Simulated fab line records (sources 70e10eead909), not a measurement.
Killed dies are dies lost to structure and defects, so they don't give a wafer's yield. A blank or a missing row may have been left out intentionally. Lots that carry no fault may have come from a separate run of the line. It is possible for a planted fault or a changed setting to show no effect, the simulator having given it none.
3 desks looking at one fault | flow nand-harc | numbers are kept per desk, each desk with only its own; the story behind them comes last

THE METROLOGY DESK
What the gauges read for every lot (on any tool): the sampled wafers with a number, averaged. A lot is out of limits, marked OUT, if its mean lies more than 4 standard deviations from the usual mean; the brackets give that distance.
Columns: A = cd-nm at NHARC_A_SLIT_CD_MEAS_21, usual 289.5 nm
lot  | first seen here | A
L740 | day 20 09:51    | 290.0
L748 | day 23 10:01    | 289.9
L753 | day 25 21:16    | 290.2
L754 | day 26 00:10    | 290.0
L760 | day 28 17:58    | 289.5
L762 | day 29 18:27    | 289.2
This desk's finding: nothing out of limits on any of the 6 lots.

THE DEFECT DESK
For each lot, the counts of the inspections along the route, averaged over the sampled wafers that have a number. A lot is out of limits, marked OUT, if its mean lies more than 4 standard deviations from the usual mean; the brackets give that distance.
Columns: A = raw-defect-count at NHARC_A_SIN_REMOVE_INSPECT_04, usual 393
lot  | first seen here | A
L740 | day 20 16:28    | 514
L748 | day 23 16:38    | 445
L753 | day 26 02:59    | 480
L754 | day 26 08:44    | 343
L760 | day 29 00:35    | 305
L762 | day 30 01:17    | 569
This desk's finding: nothing out of limits on any of the 6 lots.

FOR THE TOOL OWNER'S DESK: rie-metal-01
The tool's own readings at NHARC_A_WL_FILL_ETCHBACK_04 (etches the open film in NF3, target depth 60 nm, time 120 s): means of the sampled wafers that have a number, for each lot that ran on this tool. A lot is out of limits, marked OUT, if its mean lies more than 4 standard deviations from the usual mean; the brackets give that distance.
Columns: A = drypump-motor-current-A at NHARC_A_WL_FILL_ETCHBACK_04, usual 5.7 A; B = oes-product-au at NHARC_A_WL_FILL_ETCHBACK_04, usual 1.001 a.u.
lot  | first seen here | A   | B
L740 | day 20 17:49    | 5.2 | 1.008
L753 | day 26 04:23    | 5.6 | 0.730 (-41) OUT
L754 | day 26 10:05    | 5.5 | 0.729 (-41) OUT
Finding of this desk: L753, L754 out of limits; the first was L753 at day 26 04:23, on oes-product-au at NHARC_A_WL_FILL_ETCHBACK_04. In limits: L740.

PUT TOGETHER
The tool owner's desk had the chance to raise an alarm at day 26 04:23 on L753, L754.
Metrology desk: nothing out of limits seen.
Nothing out of limits was seen by the defect desk.
The metrology desk has L753, L754 on record, within its limits.
The defect desk has L753, L754 on record, within its limits.
The lots listed all ran NHARC_A_WL_FILL_ETCHBACK_04 on rie-metal-01.

WHAT HAD BEEN PUT IN BY THE SIMULATOR
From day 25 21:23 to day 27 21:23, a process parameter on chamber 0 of rie-metal-01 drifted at NHARC_A_WL_FILL_ETCHBACK_04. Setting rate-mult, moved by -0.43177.
Lots struck among those shown: L753, L754.
Time in hours from fault onset to the first out-of-limits reading at each desk: the tool owner's desk, 7.
